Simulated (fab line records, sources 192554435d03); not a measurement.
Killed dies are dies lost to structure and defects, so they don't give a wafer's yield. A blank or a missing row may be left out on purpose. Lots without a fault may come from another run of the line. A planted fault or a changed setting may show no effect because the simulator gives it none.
Problem report in the 8D (eight disciplines) form, filled by code | flow n5_finfet | the parts of the form that need people (team, actions taken, sign-off) are left out

1. THE PROBLEM
head_pressure_psi at N5_ILD0_CMP_12 reads a mean of 2.699 psi on 3 wafers of 2 lots; wafers without a fault read 2.499 psi with a standard deviation of 0.0052. That is +38 standard deviations from the usual mean.
The step: polishes SiNx, stops on poly-Si, t overpolish 6 s, target thk 17.67 nm.
First seen on wafer L566.3, day 8 05:22, on cmp-01. The record holds 30 wafers of 10 lots with a number at this step. Rule for "out", or "out of limits": more than 4 standard deviations from the usual mean. The other wafers with a number count as sound.

2. WHAT IT IS AND WHAT IT IS NOT
question                    | is                     | is not
which readings at this step | head_pressure_psi      | motor_current_A, overpolish_run_s, time_to_endpoint_s
which lots                  | L566, L568             | L548, L556, L557, L558, L559, L560, L567, L569
which wafers of those lots  | L566.3, L566.5, L568.3 | L566.2, L568.2, L568.4
read on which tools         | cmp-01                 | cmp-02, cmp-03
when                        | from day 8 05:22       | up to then (19 sound wafers); but 8 sound wafers of L567, L568, L569 came after

3. SUSPECTS, AND WHAT RULES EACH OUT
Counting: a tool at a process step up to the reading stays a suspect if it ran every lot that is out. Sound lots after the first of them don't rule it out here, since some wafers of a struck lot are sound.
- cmp-01 at N5_ILD0_CMP_12 (polishes SiNx, stops on poly-Si, t overpolish 6 s, target thk 17.67 nm): kept. It ran every lot that is out, first L566 (day 8 05:22); its last sound lot up to then is L558 (day 6 07:01). Its own readings are out on those wafers: head_pressure_psi.
- Within cmp-01 at N5_ILD0_CMP_12: the wafers that are out ran in chamber 0; their sound lot-mates ran in chambers 1, 3.
Left after counting: cmp-01 at N5_ILD0_CMP_12.

4. THE CAUSE (what the simulator had put in)
Process parameter drift: cmp-01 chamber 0, from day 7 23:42 on, at N5_ILD0_CMP_12. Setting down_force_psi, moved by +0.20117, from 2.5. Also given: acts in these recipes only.
Counting left only this tool.

5. THE CHAIN OF EFFECTS, in route order
Each row: a reading whose mean over the struck wafers that have a number lies more than 3 standard deviations from the usual. Only readings for which the record gives a usual standard deviation are gone through. hours: the time from each lot's start at the first step in this table that gives one to its start at this step, as a median over the lots. sigmas: the change in usual standard deviations.
hours | step           | reading           | usual     | on struck wafers | change | sigmas
0     | N5_ILD0_CMP_12 | head_pressure_psi | 2.499 psi | 2.699            | +0.200 | +38
The process steps in it:
- N5_ILD0_CMP_12: polishes SiNx, stops on poly-Si, t overpolish 6 s, target thk 17.67 nm.
Later measuring or inspecting steps at which every struck wafer that the step has a row for has a number for every such reading, and none has moved that far: N5_BEOL_M4_RC_MEAS_101.

6. WHAT WOULD HAVE CAUGHT IT SOONER
In this record the first reading out of limits was taken at day 8 05:22, 6 hours after the fault began at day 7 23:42.
